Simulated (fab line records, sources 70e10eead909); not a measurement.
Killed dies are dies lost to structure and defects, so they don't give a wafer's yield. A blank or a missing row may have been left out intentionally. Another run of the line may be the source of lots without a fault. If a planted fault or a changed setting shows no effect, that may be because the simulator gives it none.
Comparing a struck lot with a sound one    flow nand-harc    14 out of 1302 route steps
Sound: wafers L857.1, L857.4, L857.5. Struck: wafers L862.1, L862.2, L862.5. At the end, the cause is stated.
Per side, at each step with rows, come the tool, then ch with its chambers, and then its first start. Under that, the readings that differ: sound wafers    struck wafers    difference of the means    sigmas: that difference in standard deviations of wafers without a fault.
alike: a reading whose means differ by less than 2 such deviations, as well as words and numbers matching on both sides. not compared: withheld readings; readings where some wafer has no value; bounds like >300 that might hide an equal value; numbers whose values overlap and for which the record gives no deviation.
Wherever a step has rows on one side only, a row that says differs or no value, or a row with sigmas, the two part there. Non-overlapping numbers with no deviation appear without sigmas and do not part them. A reading missing from all wafers of one side parts the sides only when that side holds two or more wafers.

first, 1 step without rows for these wafers: NHARC_THIN_TSV_HARDBAKE_13 (time 80 s).
NHARC_THIN_TSV_DESCUM_14: chemistry O2, time 3 s.
  sound on rie-diel-13 ch 0,2, day 26 10:19; struck on rie-diel-10 ch 2,3, day 28 17:50
  alike: drypump-motor-current-A, mfc-ar-sccm, oes-product-au, rf-vpp-V, showerhead-plenum-p-Torr, throttle-valve-pct
  not compared: rf-hours-counter-h
NHARC_THIN_TSV_ETCH_44: etches the open film in CF4/O2, target depth 1594.2 nm, time 797.1 s.
  sound on rie-diel-13 ch 0,3, day 26 10:25; struck on rie-diel-10 ch 0,2,3, day 28 17:56
reading             sound              struck  difference  sigmas
mfc-ar-sccm (sccm)  0.026 0.011 0.026  0 0 0   +0          -3
  alike: drypump-motor-current-A, oes-product-au, rf-vpp-V, showerhead-plenum-p-Torr, throttle-valve-pct
  not compared: rf-hours-counter-h
NHARC_THIN_TSV_ETCH_15: target depth 3000 nm, bosch target overetch cycles 2, bosch etch step 2.8 s.
  sound on rie-si-01 ch 1,2, day 26 11:07; struck on rie-si-06 ch 1,2, day 28 18:31
  alike: drypump-motor-current-A
  not compared: rf-hours-counter-h
NHARC_THIN_TSV_CD_MEAS_16:
  sound: cd-sem-02 at day 26 11:15; struck: cd-sem-02 at day 28 18:38
  alike: cd-nm
NHARC_THIN_TSV_STRIP_45: strips in O2.
  sound on plasma-asher-01 ch 0, day 26 11:19; struck on plasma-asher-02 ch 0,1, day 28 18:43
  alike: drypump-motor-current-A, heater-power-w
  not compared: rf-hours-counter-h
then, 2 steps without rows for these wafers: NHARC_THIN_TSV_STRIP_46 (strips in post etch residue remover, time 1200 s); NHARC_THIN_TSV_DEP_47 (deposits SiO2, target thk 200 nm).
NHARC_THIN_TSV_ETCHBACK_48: etches the open film in C4F8/Ar, target depth 1028.5 nm, time 405.17 s.
  sound on rie-diel-12 ch 1,2,3, day 26 12:43; struck on rie-diel-10 ch 0,1,2, day 29 00:19
  alike: oes-product-au, rf-vpp-V
  not compared: rf-hours-counter-h
then, 3 steps without rows for these wafers: NHARC_THIN_TSV_STRIP_62 (strips in N2/H2, time 20 s); NHARC_THIN_TSV_DEGAS_49 (time 120 s); NHARC_THIN_TSV_PRE_CLEAN_50 (time 30 s).
NHARC_THIN_TSV_PVD_19: deposits TaN, target thk 20 nm.
  sound: pvd-sputter-01 at day 26 13:22; struck: pvd-sputter-03 at day 29 01:02
  no value came back on the struck wafers for chamber-pressure-pa (Pa), throttle-valve-pct (%); on the sound wafers chamber-pressure-pa (Pa) reads 4.998 5.001 4.992
then, 1 step without rows for these wafers: NHARC_THIN_TSV_PVD_51 (deposits Cu, target thk 100 nm).

## WHERE THEY PART
At NHARC_THIN_TSV_ETCH_44 first; at NHARC_THIN_TSV_PVD_19 last (within this record only).

WHY: the cause the simulator had injected
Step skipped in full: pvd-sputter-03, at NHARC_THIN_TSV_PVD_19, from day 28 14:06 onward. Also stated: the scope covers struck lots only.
